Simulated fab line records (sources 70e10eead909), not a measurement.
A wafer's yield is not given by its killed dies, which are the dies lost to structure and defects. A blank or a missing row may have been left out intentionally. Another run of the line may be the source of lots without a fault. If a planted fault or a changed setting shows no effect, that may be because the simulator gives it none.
2 desks, one fault || flow nandHarc || only its own numbers are on each desk; what lay behind them is given at the end

== METROLOGY DESK ==
Lot by lot, what the gauges showed, no matter which tool ran the lot: averages of those sampled wafers that carry a number. Marked OUT: a lot whose mean sits more than 4 standard deviations from the usual mean, which makes it out of limits; the brackets give that distance.
Columns: A = cdNm at NHARC_A_BONDPAD_CD_MEAS_09, usual 500.2 nm
{"lot": "L287", "first seen here": "day 18 07:30", "A": 501.0}
{"lot": "L288", "first seen here": "day 18 09:40", "A": 501.4}
{"lot": "L289", "first seen here": "day 18 13:06", "A": 499.7}
{"lot": "L301", "first seen here": "day 21 19:12", "A": 501.5}
{"lot": "L298", "first seen here": "day 22 09:29", "A": 499.3}
{"lot": "L303", "first seen here": "day 22 09:59", "A": 499.5}
{"lot": "L306", "first seen here": "day 22 12:49", "A": 500.7}
{"lot": "L304", "first seen here": "day 22 17:41", "A": 500.8}
{"lot": "L308", "first seen here": "day 22 19:39", "A": 499.9}
{"lot": "L302", "first seen here": "day 23 06:02", "A": 499.5}
{"lot": "L307", "first seen here": "day 23 08:47", "A": 502.3}
{"lot": "L310", "first seen here": "day 23 13:59", "A": 498.7}
{"lot": "L309", "first seen here": "day 23 14:20", "A": 501.1}
This desk's verdict: no lot among the 13 shows anything out of limits.

== TOOL OWNER'S DESK, rieMetal-02 ==
The tool's own readings at NHARC_THIN_TSV_ETCH_36 (etches the open film in Cl2/BCl3, target depth 65 nm, time 18.571 s): means of the sampled wafers that have a number, for each lot that ran on this tool. Marked OUT: a lot whose mean sits more than 4 standard deviations from the usual mean, which makes it out of limits; the brackets give that distance.
Columns: A = drypumpMotorCurrentA at NHARC_THIN_TSV_ETCH_36, usual 5.9 A; B = oesProductAu at NHARC_THIN_TSV_ETCH_36, usual 1.003 a.u.
{"lot": "L301", "first seen here": "day 22 19:05", "A": 5.4, "B": "0.880 (-17) OUT"}
{"lot": "L298", "first seen here": "day 23 06:29", "A": 5.4, "B": "0.816 (-26) OUT"}
Finding of this desk: L298, L301 out of limits; the first was L301 at day 22 19:05, on oesProductAu at NHARC_THIN_TSV_ETCH_36. In limits: none.

== ALL TOGETHER ==
The tool owner's desk had the chance to raise an alarm at day 22 19:05 on L298, L301.
From the metrology desk's view, nothing was out of limits.
The metrology desk holds a record of L298, L301, inside its limits.
Every lot named ran NHARC_THIN_TSV_ETCH_36 on rieMetal-02.

== WHAT THE SIMULATOR PUT IN ==
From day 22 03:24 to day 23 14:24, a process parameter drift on rieMetal-02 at NHARC_THIN_TSV_ETCH_36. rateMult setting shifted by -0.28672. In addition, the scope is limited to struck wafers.
Lots struck among those shown: L298, L301.
Hours from the fault's start to each desk's first reading out of limits: the tool owner's desk, 16.
